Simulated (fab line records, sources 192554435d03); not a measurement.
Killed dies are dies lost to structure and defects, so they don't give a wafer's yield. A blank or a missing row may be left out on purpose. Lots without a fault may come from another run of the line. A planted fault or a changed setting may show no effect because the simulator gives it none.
fab line records | flow n5_finfet
record lots=7 wafers=39
route steps=1938 shown DUMMY_GATE@237 SD_EPI_N@278
start_h: hours from the record's first day to the start of the lot's first wafer shown | wait_h: hours since the lot's step before | " the same as in the row above | L1.1+2: a row that stands for several wafers | - no value, or no start given | * or withheld: withheld | < > ~ a bound
route shown NAME@n: a module of which the file shows steps, and the number in the route of the first | usual: mean/standard deviation of fault-free wafers | same: alike in all rows | chamber/n: place in a boat | sites: the reading at each site | _std_site: their standard deviation | _edge_site: outer sites' mean less inner sites' | radius_mm: how far each site lies from the wafer's centre | mask NAME#n: copy n | behind: the tool/chamber that last shaped the wafer | hold: why the lot was held/for how many hours/how that ended | device: the transistor (n, p or np) that didn't switch | end of line: the same wafers' tests at the end of the route | a step without rows: its recipe alone | killed: dies lost to structure and defects at the first sort, not the wafer's yield | map: a wafer's dies, x killed, . not, _ none there
set.NAME: the setting as run; set.NAME@STEP: as run at that earlier step | model.NAME: the simulator's own value behind a step, which no gauge read
lots whose settings were changed on purpose; a table a step, a row a wafer
## steps
# step N5_DUMMY_GATE_ETCH_37
# recipe chemistry=N2/H2 target=SOC target_depth_a=600 overetch_a=300 temp_c=40 ion_energy_ev=200 pressure_mtorr=30 source_w=840 bias_w=150 n2_flow_sccm=200 h2_flow_sccm=200
# usual rf_vpp_V=524.5/2.5
# columns lot.wafer tool chamber start_h wait_h set.source_w rf_vpp_V model.SiARC_of_DUMMY_GATE_COAT_35.thk_nm
L074.1 rie_diel-05 1 46.92 0.0 840 526.5 5.2
L074.2 " 2 " " 971.4 496.0 4.6
L074.3 " 3 " " 840 521.2 5
L074.4 " 2 " " 971.4 495.5 4.4
L074.5 " 1 " " 840 526.7 5.2
L074.6 " 3 " " 971.4 497.0 4.6
L082.1 rie_diel-02 0 94.79 0.0 840 528.6 5
L082.2 " 3 " " 840 527.4 5
L082.3 " 1 " " 740.8 548.1 5.2
L082.4 " 2 " " 740.8 547.4 5.4
L082.5 " 3 " " 840 527.5 5
L082.6 " 2 " " 740.8 546.8 5.4
L087.1 rie_diel-05 1 125.43 0.0 840 524.8 5.2
L087.2 " 3 " " 692.7 555.4 5.6
L087.3 " 2 " " 692.7 554.0 5.4
L087.4 " 0 " " 692.7 557.4 5.6
L087.5 " 3 " " 840 520.4 5
L087.6 " 2 " " 840 519.3 5
L089.1 rie_diel-02 0 136.66 0.0 958.1 504.8 4.6
L089.2 " 3 " " 840 527.7 5
L089.3 " 2 " " 958.1 500.2 4.8
L089.4 " 1 " " 840 524.2 5
L089.5 " 1 " " 958.1 502.2 4.6
L089.6 " 2 " " 840 523.7 5
L090.1 rie_diel-02 0 145.64 0.0 840 529.3 5
L090.2 " 2 " " 840 523.3 5
L090.3 " 1 " " 840 526.3 4.8
L090.4 " 3 " " 840 528.0 5
L090.5 " 2 " " 840 523.0 5
L090.6 " 3 " " 840 527.0 5
L092.1 rie_diel-02 2 158.01 0.0 840 523.6 5
L092.2 " 1 " " 906.9 512.4 4.8
L092.3 " 3 " " 906.9 513.8 4.6
L092.4 " 0 " " 840 529.1 5
L092.5 " 2 " " 906.9 511.1 4.8
L092.6 " 3 " " 840 526.2 5
L095.1 rie_diel-02 2 173.24 0.0 840 524.4 5.2
L095.3 " 1 " " 840 525.8 5
L095.6 " 3 " " 840 526.2 5
# step N5_DUMMY_GATE_ETCH_32
# recipe chemistry=CF4 target=SiO2 target_depth_a=35 time_s=3.9 ion_energy_ev=350 pressure_mtorr=10 icp_w=800 bias_w=400 cf4_flow_sccm=80
# columns lot.wafer tool chamber start_h wait_h set.time_s model.etch.depth_nm
L074.1 rie_si-01 1 47.45 0.1 3.547 3.071
L074.2 " 3 " " 3.9 3.48
L074.3 " 2 " " 3.547 3.206
L074.4 " 0 " " 3.9 3.415
L074.5 " 1 " " 3.9 3.383
L074.6 " 2 " " 3.547 3.209
L082.1 rie_si-01 1 95.46 0.1 3.193 2.765
L082.2 " 3 " " 3.9 3.458
L082.3 " 0 " " 3.9 3.411
L082.4 " 2 " " 3.193 2.868
L082.5 " 1 " " 3.193 2.744
L082.6 " 2 " " 3.9 3.513
L087.1 rie_si-01 2 125.96 0.1 4.295 3.881
L087.2 " 0 " " 4.295 3.766
L087.3 " 3 " " 3.9 3.468
L087.4 " 1 " " 3.9 3.36
L087.5 " 0 " " 3.9 3.424
L087.6 " 3 " " 4.295 3.852
L089.1 rie_si-01 2 137.18 0.1 3.9 3.54
L089.2 " 0 " " 3.588 3.159
L089.3 " 1 " " 3.588 3.108
L089.4 " 3 " " 3.9 3.48
L089.5 " 3 " " 3.588 3.222
L089.6 " 2 " " 3.9 3.547
L090.1 rie_si-01 3 146.35 0.1 3.624 3.275
L090.2 " 1 " " 3.9 3.412
L090.3 " 0 " " 3.9 3.464
L090.4 " 2 " " 3.624 3.292
L090.5 " 0 " " 3.9 3.457
L090.6 " 1 " " 3.624 3.2
L092.1 rie_si-01 0 158.54 0.1 3.9 3.448
L092.2 " 3 " " 3.9 3.494
L092.3 " 2 " " 3.542 3.218
L092.4 " 1 " " 3.542 3.085
L092.5 " 3 " " 3.9 3.471
L092.6 " 2 " " 3.542 3.22
L095.1 rie_si-01 1 173.78 0.1 3.9 3.379
L095.3 " 3 " " 3.9 3.466
L095.6 " 1 " " 3.9 3.396
# step N5_SD_EPI_N_ETCH_45
# recipe chemistry=CH3F/O2 target=SiOCN target_depth_a=60 mask_material=SOC ion_energy_ev=60 bias_w=29 pressure_mtorr=15 source_w=410 Ar_flow_sccm=150 CH3F_flow_sccm=30 O2_flow_sccm=20
# columns lot.wafer tool chamber start_h wait_h set.target_depth_a model.etch.depth_nm
L074.1 rie_diel-06 2 50.15 0.1 60 5.965
L074.2 " 0 " " 60 5.942
L074.3 " 1 " " 52.41 5.144
L074.4 " 3 " " 52.41 5.164
L074.5 " 3 " " 60 5.922
L074.6 " 0 " " 52.41 5.153
L082.1 rie_diel-04 3 97.62 0.1 65.63 6.714
L082.2 " 1 " " 60 5.958
L082.3 " 0 " " 60 6.029
L082.4 " 2 " " 60 5.91
L082.5 " 0 " " 65.63 6.603
L082.6 " 1 " " 65.63 6.525
L087.1 rie_diel-06 3 127.93 0.1 60 6.02
L087.2 " 0 " " 60 5.971
L087.3 " 1 " " 67.36 6.68
L087.4 " 2 " " 60 5.953
L087.5 " 0 " " 67.36 6.703
L087.6 " 3 " " 67.36 6.669
L089.1 rie_diel-04 1 139.89 0.1 60 5.936
L089.2 " 0 " " 60 6.002
L089.3 " 3 " " 55.16 5.62
L089.4 " 0 " " 60 5.999
L089.5 " 3 " " 55.16 5.633
L089.6 " 1 " " 55.16 5.485
L090.1 rie_diel-04 1 148.31 0.1 54.1 5.317
L090.2 " 0 " " 60 5.819
L090.3 " 3 " " 60 5.94
L090.4 " 1 " " 54.1 5.235
L090.5 " 3 " " 54.1 5.383
L090.6 " 0 " " 60 5.894
L092.1 rie_diel-06 0 160.99 0.1 53.14 5.257
L092.2 " 3 " " 53.14 5.239
L092.3 " 1 " " 60 5.86
L092.4 " 3 " " 60 5.957
L092.5 " 1 " " 60 5.903
L092.6 " 0 " " 53.14 5.282
L095.1 rie_diel-04 2 176.42 0.1 60 6.114
L095.3 " 1 " " 60 5.929
L095.6 " 2 " " 60 6.072
## key
split step=N5_DUMMY_GATE_ETCH_37 setting=source_w stated=840 by=wafer
response step=N5_DUMMY_GATE_ETCH_37 reading=rf_vpp_V change=-1.8 per=1% r=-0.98
response step=N5_DUMMY_GATE_ETCH_37 reading=model.SiARC_of_DUMMY_GATE_COAT_35.thk_nm change=-0.0297 per=1% r=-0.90
split step=N5_DUMMY_GATE_ETCH_32 setting=time_s stated=3.9 by=wafer
response step=N5_DUMMY_GATE_ETCH_32 reading=model.etch.depth_nm change=+0.0361 per=1% r=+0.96
split step=N5_SD_EPI_N_ETCH_45 setting=target_depth_a stated=60 by=wafer
response step=N5_SD_EPI_N_ETCH_45 reading=model.etch.depth_nm change=+0.0593 per=1% r=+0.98
